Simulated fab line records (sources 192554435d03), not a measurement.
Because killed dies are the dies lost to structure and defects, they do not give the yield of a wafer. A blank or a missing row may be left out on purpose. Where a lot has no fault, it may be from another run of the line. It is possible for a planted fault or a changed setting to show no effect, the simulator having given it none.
Split-lot trial + flow n5-finfet + 21 wafers read from 7 lots, route of 1938 steps

== THE SPLIT ==
At N5_BEOL_M11_EXPOSE_25 (exposes mask V10), the setting dose-mj was moved away from the recipe's 85.5 on 7 of the 21 wafers read, by -4.2% to +7.1%. For the rest of the wafers, this setting stayed at what the recipe calls for.

== FROM THE SPLIT TO THE READING: what the file shows between them, 2 steps ==
- N5_BEOL_M11_PEB_26: peb time 60 s
- N5_BEOL_M11_DEVELOP_27: develop time 30 s

== THE READING ==
cd-nm at N5_BEOL_M11_CD_MEAS_28, given in nm (cd target 70 nm). A value of 69.9 nm with a standard deviation of 1.2 nm is what fault-free wafers of this fab line usually give.

| wafer  | tool, chamber at the split | dose-mj as run | against the recipe | cd-nm, nm | against lot-mates on the recipe |
|--------|----------------------------|----------------|--------------------|-----------|---------------------------------|
| L077.2 | arfi-scanner-02, 0         | 85.5           | recipe             | 67.4      | -                               |
| L077.5 | arfi-scanner-02, 0         | 88.01          | +2.9%              | 71.1      | +2.7                            |
| L077.6 | arfi-scanner-02, 0         | 85.5           | recipe             | 69.4      | -                               |
| L080.2 | arfi-scanner-01, 0         | 85.5           | recipe             | 70.5      | -                               |
| L080.3 | arfi-scanner-01, 0         | 85.5           | recipe             | 69.5      | -                               |
| L080.5 | arfi-scanner-01, 0         | 85.5           | recipe             | 69.2      | -                               |
| L083.1 | arfi-scanner-01, 0         | 85.5           | recipe             | 70.0      | -                               |
| L083.2 | arfi-scanner-01, 0         | 85.5           | recipe             | 68.9      | -                               |
| L083.6 | arfi-scanner-01, 0         | 89.69          | +4.9%              | 71.5      | +2.0                            |
| L088.3 | arfi-scanner-01, 0         | 85.5           | recipe             | 71.8      | -                               |
| L088.4 | arfi-scanner-01, 0         | 85.5           | recipe             | 71.4      | -                               |
| L088.5 | arfi-scanner-01, 0         | 90.76          | +6.2%              | 77.2      | +5.6                            |
| L087.2 | arfi-scanner-01, 0         | 81.89          | -4.2%              | 66.9      | -2.2                            |
| L087.3 | arfi-scanner-01, 0         | 81.89          | -4.2%              | 65.5      | -3.6                            |
| L087.6 | arfi-scanner-01, 0         | 85.5           | recipe             | 69.1      | -                               |
| L093.2 | arfi-scanner-03, 0         | 91.57          | +7.1%              | 75.0      | +6.1                            |
| L093.4 | arfi-scanner-03, 0         | 91.57          | +7.1%              | 76.6      | +7.7                            |
| L093.6 | arfi-scanner-03, 0         | 85.5           | recipe             | 68.9      | -                               |
| L095.2 | arfi-scanner-02, 0         | 85.5           | recipe             | 70.4      | -                               |
| L095.4 | arfi-scanner-02, 0         | 85.5           | recipe             | 71.2      | -                               |
| L095.5 | arfi-scanner-02, 0         | 85.5           | recipe             | 71.2      | -                               |

THE FIT
A straight line over all 21 wafers: cd-nm changes by +0.835 nm for each +1% of dose-mj; r = +0.89; the points scatter about the line by 1.3 nm.
The same after taking each lot's own level away (the mean of its wafers on the recipe; 21 wafers): +0.837 nm for each +1%; r = +0.95; scatter 0.84 nm.
The reading moves by 5.9 nm for the largest change in dose-mj, on that fit.
The span of the lots' own levels, 68.40 to 71.60 nm, comes to 2.7 times the standard deviation stated above.
The two slopes agree, so the slope changes little with the lot-to-lot level.
Check: with one of the wafers moved furthest among these (+7.1%) left out of the fit, the line predicts +6 nm for it against its lot-mates. Against them it came out at +6.1 nm.

== THESE WAFERS: OTHER SPLITS ==
These wafers also went through other splits before the reading. Each is held against what the fit with the lots' levels taken away leaves over:
| other split on the same wafers    | wafers away from the commonest value | r with cd-nm (lot level and that fit taken away) |
|-----------------------------------|--------------------------------------|--------------------------------------------------|
| N5_BEOL_M8_HM_DEP_02 target-thk-a | 8                                    | +0.08                                            |
| N5_BEOL_M9_COAT_60 spin-rpm       | 7                                    | +0.08                                            |
| N5_BEOL_M11_PECVD_70 time-s       | 4                                    | -0.08                                            |
| N5_BEOL_M11_COAT_63 spin-rpm      | 10                                   | +0.35                                            |

== FILE'S OWN FIT ==
cd-nm changes by +0.821 nm for each +1% of dose-mj, r = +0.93.
